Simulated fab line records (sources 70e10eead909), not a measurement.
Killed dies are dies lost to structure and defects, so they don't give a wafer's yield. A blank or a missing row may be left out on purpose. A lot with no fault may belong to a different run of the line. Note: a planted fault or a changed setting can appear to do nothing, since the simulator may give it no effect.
Struck lot and sound lot, side by side + flow nand harc + 13 out of 1302 route steps
Sound: these wafers, L985.1, L985.3, L985.4. Wafers struck: L989.1, L989.3, L989.4. At the end, the cause is stated.
Per side, at each step with rows, come the tool, then ch with its chambers, and then its first start. Under that, the readings that differ: sound wafers + struck wafers + difference of the means + sigmas: that difference in standard deviations of wafers without a fault.
alike: same words and numbers on both sides, and readings whose means sit less than 2 such deviations apart. not compared: any withheld reading, any reading some wafer has no value for, any bound like >300 that may hide the same value, and any number with overlapping values for which the record gives no deviation.
The two part at a step that has a row with sigmas, a row that says differs or no value, or rows on one side only. Numbers that have no deviation but don't overlap get no sigmas and don't part them. A reading that every wafer of one side lacks parts them only if that side has two wafers or more.

NHARC_P_CONTACT_CVD_23: deposits W, target thk 200 nm, time 557 s.
  sound on cvd w-02 ch 0,1; struck on cvd w-01 ch 0,1
| reading            | sound       | struck      | difference | sigmas |
|--------------------|-------------|-------------|------------|--------|
| heater power w (W) | 406 480 405 | 616 612 558 | +165       | +2     |
  alike: throttle valve pct
NHARC_P_CONTACT_CMP_24: polishes, t overpolish 30 s, target thk 200 nm.
  sound on cmp-03 ch 0,2,3, day 8 02:54; struck on cmp-03 ch 1,2,3, day 9 19:12
  alike: motor current A, overpolish run s, time to endpoint s
next, for these wafers, 1 step has no rows: NHARC_P_CONTACT_SRD_26.
NHARC_P_CONTACT_INSPECT_27:
  sound on defect inspect-01 at day 8 03:18; struck on defect inspect-02 at day 9 19:36
  alike: raw defect count
then, 7 steps without rows for these wafers: NHARC_P_M0_DEP_00 (deposits SiOC, target thk 150 nm); NHARC_P_M0_DEHYDRATE_01 (time 120 s); NHARC_P_M0_HMDS_02 (time 30 s); NHARC_P_M0_COAT_33 (time 65 s); NHARC_P_M0_COAT_03 (resist thk 90 nm); NHARC_P_M0_SOFTBAKE_04 (time 55 s); NHARC_P_M0_EBR_05.
NHARC_P_M0_EXPOSE_06: exposes mask P M0, target cd 90 nm.
  sound on arfi scanner-01 ch 0, day 8 03:56; struck on arfi scanner-03, day 9 20:22
  no value came back on the struck wafers for exposure dose mJ cm2, focus offset nm (nm); on the sound wafers exposure dose mJ cm2 reads 81.33 81.14 81.20
  alike: mask
then, 1 step without rows for these wafers: NHARC_P_M0_PEB_07 (peb time 65 s).

WHERE THEY PART
At NHARC_P_CONTACT_CVD_23 first; at NHARC_P_M0_EXPOSE_06 last (within this record only).

WHY: what the simulator had put in
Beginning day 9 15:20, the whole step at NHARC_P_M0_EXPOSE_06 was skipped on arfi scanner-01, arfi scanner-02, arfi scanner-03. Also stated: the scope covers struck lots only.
